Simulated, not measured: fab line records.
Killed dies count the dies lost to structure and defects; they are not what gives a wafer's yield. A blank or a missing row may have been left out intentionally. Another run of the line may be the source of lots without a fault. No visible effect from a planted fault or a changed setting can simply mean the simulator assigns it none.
Struck lot and sound lot, side by side    flow nandHarc    18 out of 1159 route steps
Sound: these wafers, L256.1, L256.5, L256.6. Wafers struck: L255.3, L255.5, L255.6. The cause is given at the end.
For every step that has rows: the tool of each side, followed by ch and its chambers, followed by its first start. Under that, the readings that differ: sound wafers    struck wafers    difference of the means    sigmas: that difference in standard deviations of wafers without a fault.
alike: same words and numbers on both sides, and readings whose means sit less than 2 such deviations apart. not compared: any withheld reading, any reading some wafer has no value for, any bound like >300 that may hide the same value, and any number with overlapping values for which the record gives no deviation.
A row with sigmas, a row that says differs or no value, or rows on one side alone: a step with any of these is where the two part. Non-overlapping numbers with no deviation appear without sigmas and do not part them. Lack of a reading on every wafer of one side parts them only where that side has two or more wafers.

NHARC_A_SGD_CUT_CD_MEAS_09 targets a cd of 100 nm.
  sound on cdSem-02 ch 0, day 19 11:56; struck on cdSem-02 ch 0, day 19 12:46
  alike: cdNm
NHARC_A_SGD_CUT_OVL_MEAS_10:
  struck on overlay-01, day 19 12:51; sound on overlay-02, day 19 12:02
  alike: overlayXNm, overlayYNm
NHARC_A_SGD_CUT_INSPECT_11:
  struck on defectInspect-01, day 19 12:53; sound on defectInspect-02, day 19 12:04
  alike: rawDefectCount
NHARC_A_SGD_CUT_DESCUM_14: chemistry O2, time 3 s.
  sound on rieDiel-06 ch 0,1,2, day 19 12:08; struck on rieDiel-06 ch 1,2,3, day 19 13:01
reading              sound              struck             difference  sigmas
oesProductAu (a.u.)  0.985 1.006 0.986  1.014 1.003 1.008  +0.016      +2
  alike: drypumpMotorCurrentA, rfVppV, showerheadPlenumPTorr, throttleValvePct
  not compared: rfHoursCounterH
then, 1 step without rows for these wafers: NHARC_A_SGD_CUT_ETCH_58 (etches the open film in CF4, target depth 39 nm, time 65 s).
NHARC_A_SGD_CUT_ETCH_59: etches the open film in N2/H2, target depth 260 nm, time 406.25 s.
  sound: rieDiel-06 ch 2,3; struck: rieDiel-06 ch 2,3
  alike: drypumpMotorCurrentA, oesProductAu, rfVppV, showerheadPlenumPTorr, throttleValvePct
  not compared: rfHoursCounterH
NHARC_A_SGD_CUT_ETCH_15: etches the open film in CH3F/O2, target depth 75 nm, time 64.3 s.
  sound: rieDiel-06 ch 2,3; struck: rieDiel-06 ch 0,1,2
  alike: drypumpMotorCurrentA, oesProductAu, rfVppV, showerheadPlenumPTorr, throttleValvePct
  not compared: rfHoursCounterH
NHARC_A_SGD_CUT_ETCH_16: etches the open film in C4F8/O2/Ar, target depth 310.5 nm, time 155.2 s.
  sound: rieDiel-06 ch 0,1; struck: rieDiel-06 ch 1,2
  alike: oesProductAu, rfVppV
  not compared: rfHoursCounterH
then, 1 step without rows for these wafers: NHARC_A_SGD_CUT_STRIP_60 (strips in C4F8/O2/Ar).
NHARC_A_SGD_CUT_STRIP_17: strips in O2.
  sound: rieDiel-06 ch 2,3; struck: rieDiel-06 ch 1,2,3
  alike: drypumpMotorCurrentA, oesProductAu, rfVppV, showerheadPlenumPTorr, throttleValvePct
  not compared: rfHoursCounterH
then, 2 steps without rows for these wafers: NHARC_A_SGD_CUT_PRECLEAN_18 (cleans in SC1); NHARC_A_SGD_CUT_SRD_19.
NHARC_A_SGD_CUT_DEP_20: deposits SiO2, target thk 150 nm.
  sound on fcvd-01 ch 0,1, day 19 13:16; struck on fcvd-01 ch 0,1, day 19 14:11
reading             sound              struck  difference                     sigmas
susceptorTempC (C)  64.92 64.93 65.11  - - -   no value on the struck wafers  
then, 1 step without rows for these wafers: NHARC_A_SGD_CUT_ANNEAL_27 (time 1800 s).
NHARC_A_SGD_CUT_CMP_21: polishes, target thk 148.19 nm.
  sound on cmp-04 ch 0,3, day 19 18:18; struck on cmp-01 ch 2,3, day 19 18:18
reading              sound           struck          difference  sigmas
timeToEndpointS (s)  53.8 46.9 53.5  14.2 15.7 15.7  -36.2       -15
  alike: motorCurrentA
NHARC_A_SGD_CUT_THK_MEAS_22: measures by ellipsometry.
  struck on filmMetro-01, day 19 18:34; sound on filmMetro-01, day 19 18:33
reading     sound              struck          difference  sigmas
thkNm (nm)  145.9 147.8 149.6  47.9 50.8 52.4  -97.4       -75
following that, these wafers have no rows for 1 step: NHARC_A_SGD_CUT_SRD_23.
-- record jumps: 5 days between struck wafers' starts before vs after; left off in module A_SGD_CUT, resumes in module END, first step shown is number 1159 of the route --
NHARC_END_SORT_01:
  at this point the record logs the struck wafers (prober-01 ch 0, day 24 17:17) and has no rows for the sound ones

## WHERE THEY PART
First at NHARC_A_SGD_CUT_DESCUM_14; last, within this record, at NHARC_END_SORT_01.

WHY: whatever the simulator had introduced
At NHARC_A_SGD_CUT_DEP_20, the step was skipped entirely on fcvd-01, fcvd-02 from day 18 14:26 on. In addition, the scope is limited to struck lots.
